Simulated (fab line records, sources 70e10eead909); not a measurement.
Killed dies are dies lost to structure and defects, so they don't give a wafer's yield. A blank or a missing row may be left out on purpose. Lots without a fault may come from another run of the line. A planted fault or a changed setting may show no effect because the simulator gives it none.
fab line records | flow nand_harc
record lots=6 wafers=18 last_day=24
route steps=1159 shown A_SOURCE_PLATE@414 A_ONON_D1@424 END@1159
lots that met no fault: from a run of the same line without faults
start_h: hours from the record's first day to the start of the lot's first wafer shown | wait_h: hours since the lot's step before | " the same as in the row above | L1.1+2: a row that stands for several wafers | - no value, or no start given | * or withheld: withheld | < > ~ a bound
route shown NAME@n: a module of which the file shows steps, and the number in the route of the first | usual: mean/standard deviation of fault-free wafers | same: alike in all rows | chamber/n: place in a boat | sites: the reading at each site | _std_site: their standard deviation | _edge_site: outer sites' mean less inner sites' | radius_mm: how far each site lies from the wafer's centre | mask NAME#n: copy n | behind: the tool/chamber that last shaped the wafer | hold: why the lot was held/for how many hours/how that ended | device: the transistor (n, p or np) that didn't switch | end of line: the same wafers' tests at the end of the route | a step without rows: its recipe alone | killed: dies lost to structure and defects at the first sort, not the wafer's yield | map: a wafer's dies, x killed, . not, _ none there
set.NAME: the setting as run; set.NAME@STEP: as run at that earlier step | model.NAME: the simulator's own value behind a step, which no gauge read
lots at some steps of the route; a table a step, a row a wafer
services: from which hour (start_h, from the record's first day; less than 0 if before it) a tool's chamber was out of use, for how many hours, and why
## steps
# step NHARC_A_SOURCE_PLATE_SRD_01
# step NHARC_A_SOURCE_PLATE_OXIDE_02
# recipe target_thk_a=100 temp_c=900 ox_time_s=1362 material=SiO2
# step NHARC_A_SOURCE_PLATE_THK_MEAS_09
# recipe thk_meas_gauge=ellipsometry
# usual thk_nm=9.8/1
# columns lot.wafer tool chamber start_h wait_h thk_nm
L164.1 film_metro-02 - 151.66 0.4 10.9
L164.4 " - " " 12.5
L164.6 " - " " 9.7
L168.2 film_metro-02 - 175.51 0.4 11.4
L168.3 " - " " 11.5
L168.5 " - " " 8.8
L171.1 film_metro-02 - 197.14 0.4 8.8
L171.5 " - " " 7.7
L171.6 " - " " 8.4
L183.1 film_metro-02 - 261.71 0.4 10.7
L183.3 " - " " 8.3
L183.5 " - " " 11.1
L184.1 film_metro-01 - 261.73 0.4 10.3
L184.3 " - " " 10.8
L184.4 " - " " 10.2
L185.2 film_metro-02 - 271.20 0.4 8.5
L185.3 " - " " 9.3
L185.4 " - " " 8.7
# step NHARC_A_SOURCE_PLATE_PVD_04
# recipe target_thk_a=500 material=WSi2
# step NHARC_A_SOURCE_PLATE_CVD_03
# recipe target_thk_a=2000 temp_c=620 pressure_mtorr=200 time_s=4000 material=poly-Si
# step NHARC_A_SOURCE_PLATE_ANNEAL_05
# recipe temp_c=850 time_s=1800
# step NHARC_A_SOURCE_PLATE_THK_MEAS_06
# recipe thk_meas_gauge=ellipsometry
# usual thk_nm=200.4/2.1
# columns lot.wafer tool chamber start_h wait_h thk_nm
L164.1 film_metro-01 - 164.79 0.4 198.2
L164.4 " - " " 196.5
L164.6 " - " " 198.7
L168.2 film_metro-02 - 188.64 0.4 200.8
L168.3 " - " " 201.6
L168.5 " - " " 201.9
L171.1 film_metro-01 - 207.90 0.4 204.2
L171.5 " - " " 200.3
L171.6 " - " " 202.1
L183.1 film_metro-02 - 274.84 0.4 199.8
L183.3 " - " " 201.9
L183.5 " - " " 201.7
L184.1 film_metro-01 - 274.84 0.4 198.5
L184.3 " - " " 203.1
L184.4 " - " " 202.0
L185.2 film_metro-02 - 284.75 0.4 204.6
L185.3 " - " " 202.0
L185.4 " - " " 201.4
# step NHARC_A_SOURCE_PLATE_INSPECT_08
# usual raw_defect_count=61/22
# columns lot.wafer tool chamber start_h wait_h raw_defect_count
L164.1 defect_inspect-01 - 164.86 0.0 61
L164.4 " - " " 51
L164.6 " - " " 81
L168.2 defect_inspect-01 - 188.70 0.0 80
L168.3 " - " " 57
L168.5 " - " " 61
L171.1 defect_inspect-01 - 208.00 0.0 56
L171.5 " - " " 41
L171.6 " - " " 94
L184.1 defect_inspect-02 - 274.91 0.0 22
L184.3 " - " " 81
L184.4 " - " " 25
L183.1 defect_inspect-01 - 274.91 0.0 47
L183.3 " - " " 80
L183.5 " - " " 82
L185.2 defect_inspect-01 - 284.84 0.0 57
L185.3 " - " " 47
L185.4 " - " " 55
# step NHARC_A_ONON_D1_DEP_00
# recipe target_thk_a=10000 n2_flow_sccm=2750 n2o_flow_sccm=2000 nh3_flow_sccm=500 sih4_flow_sccm=210 temp_c=400
# step NHARC_A_ONON_D1_THK_MEAS_02
# recipe thk_meas_gauge=ellipsometry
# usual thk_nm=1000/6.3
# columns lot.wafer tool chamber start_h wait_h thk_nm
L164.1 film_metro-02 - 165.43 - 1005
L164.4 " - " " 1006
L164.6 " - " " 1004
L168.2 film_metro-02 - 189.28 - 993
L168.3 " - " " 994
L168.5 " - " " 994
L171.1 film_metro-02 - 208.76 - 995
L171.5 " - " " 994
L171.6 " - " " 994
L184.1 film_metro-02 - 275.48 - 1002
L184.3 " - " " 1002
L184.4 " - " " 1002
L183.1 film_metro-01 - 275.48 - 999
L183.3 " - " " 998
L183.5 " - " " 1000
L185.2 film_metro-02 - 285.42 - 1001
L185.3 " - " " 1001
L185.4 " - " " 1001
# step NHARC_A_ONON_D1_DEP_03
# recipe target_thk_a=10000 n2_flow_sccm=2750 n2o_flow_sccm=2000 nh3_flow_sccm=500 sih4_flow_sccm=210 temp_c=400
# usual n2o_flow_sccm=2000/5.2 susceptor_temp_C=400.06/0.24
# columns lot.wafer tool chamber start_h wait_h n2o_flow_sccm susceptor_temp_C
L164.1 pecvd_onon-02 0 165.62 0.2 2001 399.88
L164.4 " 0 " " 1989 400.61
L164.6 " 0 " " 1996 400.14
L168.2 pecvd_onon-01 0 189.39 0.1 1996 400.11
L168.3 " 0 " " 2002 400.27
L168.5 " 0 " " 2003 400.24
L171.1 pecvd_onon-01 0 208.82 0.1 2006 399.98
L171.5 " 0 " " 1995 400.22
L171.6 " 0 " " 1997 400.30
L184.1 pecvd_onon-03 0 275.53 0.1 2011 399.43
L184.3 " 0 " " 2000 399.63
L184.4 " 0 " " 2002 399.59
L183.1 pecvd_onon-01 0 275.54 0.1 1995 400.28
L183.3 " 0 " " 2002 399.83
L183.5 " 0 " " 1999 400.15
L185.2 pecvd_onon-02 0 285.53 0.1 2001 400.02
L185.3 " 0 " " 1998 400.21
L185.4 " 0 " " 1994 400.17
# step NHARC_A_ONON_D1_THK_MEAS_05
# recipe thk_meas_gauge=ellipsometry
# usual thk_nm=997/10
# columns lot.wafer tool chamber start_h wait_h hold thk_nm
L164.1 film_metro-02 - 166.13 - - 1012
L164.4 " - " " - 1011
L164.6 " - " " - 1011
L168.2 film_metro-01 - 189.84 - await_dispo/0.2h/release 1563
L168.3 " - " " await_dispo/0.2h/release 1561
L168.5 " - " " await_dispo/0.2h/release 1559
L168.2 film_metro-01 - 190.02 0.2 - 1561
L168.3 " - " " - 1561
L168.5 " - " " - 1560
L171.1 film_metro-02 - 209.34 - await_dispo/0.2h/release 1561
L171.5 " - " " await_dispo/0.2h/release 1559
L171.6 " - " " await_dispo/0.2h/release 1560
L171.1 film_metro-02 - 209.51 0.2 - 1562
L171.5 " - " " - 1561
L171.6 " - " " - 1561
L184.1 film_metro-02 - 276.04 - - 992
L184.3 " - " " - 993
L184.4 " - " " - 993
L183.1 film_metro-01 - 276.05 - - 996
L183.3 " - " " - 994
L183.5 " - " " - 993
L185.2 film_metro-02 - 285.98 - - 983
L185.3 " - " " - 986
L185.4 " - " " - 986
# step NHARC_END_SORT_01
# recipe temp_c=25
# usual defect_limited_yield=95.2/1.4 killed_at_array=28/8.9 killed_at_other=0.8/1.2 killed_at_periphery=3.3/2.3 killed_dies=32/9.4 killed_open=3.2/1.8 killed_short=1.9/1.4 sort_bin_2_pct=1.4/0.56 sort_bin_3_pct=0.26/0.21 sort_bin_4_pct=3.1/1 sort_n_pass=645/9.4 sort_rim_yield_pct=95.7/2.4 sort_yield_pct=95.2/1.4
# same gross_dies=677 sort_bin_5_pct[%]=0 sort_bin_6_pct[%]=0 sort_bin_7_pct[%]=0 sort_bin_8_pct[%]=0 sort_rim_n_gross=106.00
# columns lot.wafer tool chamber start_h wait_h defect_limited_yield[%] killed_at_array killed_at_other killed_at_periphery killed_dies killed_open killed_short sort_bin_2_pct[%] sort_bin_3_pct[%] sort_bin_4_pct[%] sort_n_pass sort_rim_yield_pct[%] sort_yield_pct[%]
L164.1 prober-02 0 448.77 2.5 97.0 13 0 7 20 3 5 0.4 0.30 2.2 657 96.2 97.0
L164.4 prober-02 0 451.22 3.5 97.9 9 1 4 14 3 1 0.7 0.30 1.0 663 97.2 97.9
L164.6 prober-02 0 452.86 4.1 98.5 6 0 4 10 2 1 0.9 0 0.6 667 99.1 98.5
L184.1 prober-02 0 564.79 2.5 94.5 34 0 3 37 3 0 1.9 0.15 3.4 640 98.1 94.5
L184.3 prober-02 0 566.37 3.1 92.9 43 1 4 48 3 3 1.6 0.44 5.0 629 96.2 92.9
L184.4 prober-02 0 567.17 3.4 94.5 34 0 3 37 1 2 1.3 0.30 3.8 640 96.2 94.5
L183.1 prober-02 0 580.76 2.5 93.5 39 0 5 44 4 1 2.1 0.44 4.0 633 96.2 93.5
L183.3 prober-02 0 582.36 3.1 94.8 33 0 2 35 5 0 1.6 0.44 3.1 642 95.3 94.8
L183.5 prober-02 0 583.97 3.7 94.5 34 0 3 37 1 3 1.6 0.44 3.4 640 95.3 94.5
L185.2 prober-01 0 585.59 2.8 96.8 16 0 6 22 5 2 0.9 0 2.4 655 98.1 96.8
L185.3 prober-01 0 586.40 3.1 95.9 23 2 3 28 2 0 1.8 0.15 2.2 649 96.2 95.9
L185.4 prober-01 0 587.21 3.4 95.9 27 0 1 28 5 2 0.7 0.30 3.1 649 95.3 95.9
# killed by level:class
L164.1 A_STAIRCASE:chamber_film_flake=4 A_WL_FILL:geometric_particle:short=3 P_STI:chamber_film_flake=3 P_CONTACT:geometric_particle:open=1 P_M1:geometric_particle:open=1 A_SGD_CUT:geometric_particle:short=1 A_WL_FILL:geometric_particle:open=1 A_CONTACT:geometric_particle:short=1
L164.4 P_M0:geometric_particle:open=2 P_ZERO_WELL:chamber_film_flake=2 A_ZERO_WELL:chamber_film_flake=2 A_CHANNEL_FILL_D1:geometric_particle:open=1 STARTING-WAFER:geometric_particle:short=1 A_CHANNEL_HOLE_D1:chamber_film_flake=1 A_CHANNEL_FILL_D1:chamber_film_flake=1 A_STAIRCASE:chamber_film_flake=1
L164.6 P_M0:geometric_particle:open=1 P_M2:geometric_particle:open=1 A_SGD_CUT:geometric_particle:short=1 P_STI:chamber_film_flake=1 P_GATE:chamber_film_flake=1 A_CHANNEL_HOLE_D1:chamber_film_flake=1 A_SLIT:chamber_film_flake=1 A_WL_FILL:chamber_film_flake=1
L184.1 A_CHANNEL_HOLE_D1:chamber_film_flake=23 P_M2:chamber_film_flake=3 A_CONTACT:chamber_film_flake=3 A_CHANNEL_FILL_D1:geometric_particle:open=2 A_STAIRCASE:chamber_film_flake=2 A_M1:geometric_particle:open=1 A_ZERO_WELL:chamber_film_flake=1 A_CHANNEL_FILL_D1:chamber_film_flake=1
L184.3 A_CHANNEL_HOLE_D1:chamber_film_flake=25 A_CONTACT:chamber_film_flake=7 A_STAIRCASE:chamber_film_flake=6 A_CONTACT:geometric_particle:open=2 P_STI:geometric_particle:short=1 P_GATE:geometric_particle:open=1 P_M1:geometric_particle:short=1 P_ZERO_WELL:chamber_film_flake=1
L184.4 A_CHANNEL_HOLE_D1:chamber_film_flake=16 A_STAIRCASE:chamber_film_flake=7 A_CONTACT:chamber_film_flake=5 A_M0:chamber_film_flake=3 P_CONTACT:geometric_particle:short=1 A_ONON_D1:geometric_particle:short=1 A_CONTACT:geometric_particle:open=1 P_STI:chamber_film_flake=1
L183.1 A_SLIT:chamber_film_flake=15 A_CONTACT:chamber_film_flake=9 A_CHANNEL_HOLE_D1:chamber_film_flake=7 A_BLC:chamber_film_flake=5 P_M0:geometric_particle:open=2 P_M2:chamber_film_flake=2 A_WL_FILL:geometric_particle:open=1 A_M0:geometric_particle:open=1
L183.3 A_SLIT:chamber_film_flake=16 A_BLC:chamber_film_flake=7 A_CHANNEL_HOLE_D1:chamber_film_flake=3 A_CONTACT:chamber_film_flake=3 A_BLC:geometric_particle:open=2 P_M1:geometric_particle:open=1 A_SGD_CUT:geometric_particle:open=1 A_M0:geometric_particle:open=1
L183.5 A_SLIT:chamber_film_flake=17 A_CHANNEL_HOLE_D1:chamber_film_flake=6 A_BLC:chamber_film_flake=4 A_CONTACT:chamber_film_flake=3 P_M2:chamber_film_flake=2 A_CHANNEL_FILL_D1:geometric_particle:short=1 A_SGD_CUT:geometric_particle:short=1 A_SGD_CUT:geometric_particle:open=1
L185.2 A_CHANNEL_HOLE_D1:chamber_film_flake=5 P_M0:geometric_particle:open=3 A_SGD_CUT:chamber_film_flake=3 A_CONTACT:chamber_film_flake=3 A_ZERO_WELL:chamber_film_flake=2 P_M0:geometric_particle:short=1 A_CHANNEL_FILL_D1:geometric_particle:short=1 A_CHANNEL_FILL_D1:geometric_particle:open=1
L185.3 A_SGD_CUT:chamber_film_flake=8 A_CHANNEL_HOLE_D1:chamber_film_flake=7 A_CONTACT:chamber_film_flake=5 STARTING-WAFER:geometric_particle:open=2 A_CHANNEL_FILL_D1:chamber_film_flake=2 P_ZERO_WELL:chamber_film_flake=1 P_STI:chamber_film_flake=1 P_GATE:chamber_film_flake=1
L185.4 A_SGD_CUT:chamber_film_flake=10 A_CHANNEL_HOLE_D1:chamber_film_flake=8 A_CONTACT:geometric_particle:open=3 A_SOURCE_PLATE:geometric_particle:open=1 A_SOURCE_PLATE:geometric_particle:short=1 A_WL_FILL:geometric_particle:open=1 A_M0:geometric_particle:short=1 P_ZERO_WELL:chamber_film_flake=1
## services
# columns tool chamber start_h hours kind
pecvd_onon-03 - 153.00 13.0 pm
pecvd_onon-01 - 195.25 13.0 pm
pecvd_onon-02 - 266.50 2.6 repair
## key
first_sign step=NHARC_A_ONON_D1_THK_MEAS_05 reading=visit direction=added
effect step=NHARC_A_ONON_D1_THK_MEAS_05 reading=thk_nm direction=up sigmas=57 usual=997 struck=1560
met_at NHARC_A_ONON_D1_DEP_03
struck_wafers L168.2,L168.3,L168.5,L171.1,L171.5,L171.6
scrapped_behind NHARC_A_ONON_D1_THK_MEAS_05 L168.2,L168.3,L168.5,L171.1,L171.5,L171.6
fault kind=process_parameter_drift tool=pecvd_onon-01 chamber=0 onset_h=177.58 steps=NHARC_A_ONON_D1_DEP_03 channel=target_thk_a offset=* shape=step end_h=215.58 acts_in=* stated=*
